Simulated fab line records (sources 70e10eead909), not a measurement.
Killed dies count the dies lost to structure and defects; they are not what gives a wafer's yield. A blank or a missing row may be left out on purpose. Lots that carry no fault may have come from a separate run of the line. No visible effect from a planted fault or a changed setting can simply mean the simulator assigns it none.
Which tool did it? || flow nand harc || 36 wafers from 12 lots sampled at 4 of the route's 1159 steps

WHAT THE GAUGES READ, wafer by wafer
NHARC_A_CONTACT_OVL_MEAS_43.
{"lot": "L075", "measured": "day 16 10:42", "on": "overlay-02", "overlay x nm (nm)": "1.8 1.3 1.1"}
{"lot": "L076", "measured": "day 16 22:16", "on": "overlay-02", "overlay x nm (nm)": "0.1 0.0 -0.6"}
{"lot": "L078", "measured": "day 17 07:40", "on": "overlay-02", "overlay x nm (nm)": "-1.2 -1.6 -0.8"}
{"lot": "L080", "measured": "day 18 01:01", "on": "overlay-02", "overlay x nm (nm)": "-1.2 -1.0 -1.3"}
{"lot": "L083", "measured": "day 18 14:32", "on": "overlay-02", "overlay x nm (nm)": "0.0 -0.2 -0.2"}
{"lot": "L085", "measured": "day 18 19:50", "on": "overlay-02", "overlay x nm (nm)": "-0.2 -0.3 0.0"}
{"lot": "L088", "measured": "day 19 07:10", "on": "overlay-01", "overlay x nm (nm)": "-0.9 -0.3 -0.9"}
{"lot": "L091", "measured": "day 21 03:27", "on": "overlay-02", "overlay x nm (nm)": "0.9 1.0 0.6"}
{"lot": "L090", "measured": "day 21 00:50", "on": "overlay-01", "overlay x nm (nm)": "0.7 1.0 0.8"}
{"lot": "L093", "measured": "day 21 10:37", "on": "overlay-02", "overlay x nm (nm)": "1.1 0.9 0.5"}
{"lot": "L095", "measured": "day 21 21:58", "on": "overlay-01", "overlay x nm (nm)": "1.3 1.4 1.3"}
{"lot": "L096", "measured": "day 21 16:35", "on": "overlay-02", "overlay x nm (nm)": "0.6 1.2 0.6"}

TOOL THAT RAN EACH LOT (tool first, then ch and the chambers of the sampled wafers, then the start)
{"lot": "L075", "NHARC_A_SLIT_STRIP_18": "rie diel-08 ch 0,1,3, day 15 00:30 or earlier", "NHARC_A_WL_FILL_ALD_02": "ald metal-04 ch 0,1,2, day 15 00:30", "NHARC_A_WL_FILL_CMP_12": "cmp-02 ch 0,1, day 16 05:22"}
{"lot": "L076", "NHARC_A_SLIT_STRIP_18": "rie diel-11 ch 0,1,2, day 15 13:10 or earlier", "NHARC_A_WL_FILL_ALD_02": "ald metal-04 ch 0,2, day 15 13:10", "NHARC_A_WL_FILL_CMP_12": "cmp-03 ch 0,3, day 16 17:55"}
{"lot": "L078", "NHARC_A_SLIT_STRIP_18": "rie diel-08 ch 0,1,3, day 15 17:38 or earlier", "NHARC_A_WL_FILL_ALD_02": "ald metal-03 ch 1,2,3, day 15 17:38", "NHARC_A_WL_FILL_CMP_12": "cmp-01 ch 0,1,2, day 17 03:31"}
{"lot": "L080", "NHARC_A_SLIT_STRIP_18": "rie diel-11 ch 0,2,3, day 16 14:11 or earlier", "NHARC_A_WL_FILL_ALD_02": "ald metal-04 ch 1,2,3, day 16 14:11", "NHARC_A_WL_FILL_CMP_12": "cmp-02 ch 0,2,3, day 17 20:52"}
{"lot": "L083", "NHARC_A_SLIT_STRIP_18": "rie diel-08 ch 1,2,3, day 17 01:04 or earlier", "NHARC_A_WL_FILL_ALD_02": "ald metal-03 ch 0,2,3, day 17 01:04", "NHARC_A_WL_FILL_CMP_12": "cmp-02 ch 0,1,3, day 18 09:09"}
{"lot": "L085", "NHARC_A_SLIT_STRIP_18": "rie diel-12 ch 0,2, day 17 01:14 or earlier", "NHARC_A_WL_FILL_ALD_02": "ald metal-04 ch 0,2, day 17 01:14", "NHARC_A_WL_FILL_CMP_12": "cmp-03 ch 0,1, day 18 13:27"}
{"lot": "L088", "NHARC_A_SLIT_STRIP_18": "rie diel-12 ch 1,2,3, day 18 00:12 or earlier", "NHARC_A_WL_FILL_ALD_02": "ald metal-03 ch 0,2,3, day 18 00:12", "NHARC_A_WL_FILL_CMP_12": "cmp-02 ch 1,2,3, day 19 01:47"}
{"lot": "L091", "NHARC_A_SLIT_STRIP_18": "rie diel-11 ch 1,2, day 19 14:10 or earlier", "NHARC_A_WL_FILL_ALD_02": "ald metal-01 ch 0,1,3, day 19 14:10", "NHARC_A_WL_FILL_CMP_12": "cmp-02 ch 0,3, day 20 20:59"}
{"lot": "L090", "NHARC_A_SLIT_STRIP_18": "rie diel-08 ch 1,2,3, day 19 14:27 or earlier", "NHARC_A_WL_FILL_ALD_02": "ald metal-04 ch 2,3, day 19 14:27", "NHARC_A_WL_FILL_CMP_12": "cmp-02 ch 0,1,3, day 20 19:58"}
{"lot": "L093", "NHARC_A_SLIT_STRIP_18": "rie diel-12 ch 1,2,3, day 19 17:59 or earlier", "NHARC_A_WL_FILL_ALD_02": "ald metal-04 ch 1,2, day 19 17:59", "NHARC_A_WL_FILL_CMP_12": "cmp-02 ch 0,2,3, day 21 01:46"}
{"lot": "L095", "NHARC_A_SLIT_STRIP_18": "rie diel-08 ch 0,1, day 19 23:02 or earlier", "NHARC_A_WL_FILL_ALD_02": "ald metal-01 ch 0,1,3, day 19 23:02", "NHARC_A_WL_FILL_CMP_12": "cmp-03 ch 0,1,2, day 21 17:34"}
{"lot": "L096", "NHARC_A_SLIT_STRIP_18": "rie diel-08 ch 0,1,2, day 19 22:59 or earlier", "NHARC_A_WL_FILL_ALD_02": "ald metal-04 ch 1,2,3, day 19 22:59", "NHARC_A_WL_FILL_CMP_12": "cmp-03 ch 0,2,3, day 21 10:52"}
- NHARC_A_SLIT_STRIP_18: strips in O2.
- NHARC_A_WL_FILL_ALD_02: deposits TiN, target thk 2 nm, pulse time 3 s, ald cycles 100.
- NHARC_A_WL_FILL_CMP_12: polishes, t overpolish 30 s, target thk 75 nm.

THE ANSWER, worked out from the rows above alone
Rule: what is usual is taken from the lots themselves. Put in order of their means at a reading, lots are off if they are a third of the lots or fewer, leave a main group of 4 or more, and stand apart from it by a gap of 3 or more times the standard deviation of the main group's means; of several such gaps the widest counts. Not used: any main group whose means are identical at the precision the tables above print for the reading. A lot without any number at a reading at which 4 lots or more have one is off too. Any other lot the step has rows for is counted as sound.
No lot is off at any reading shown: from this, nothing can be told.

WHAT THE SIMULATOR HAD PUT IN
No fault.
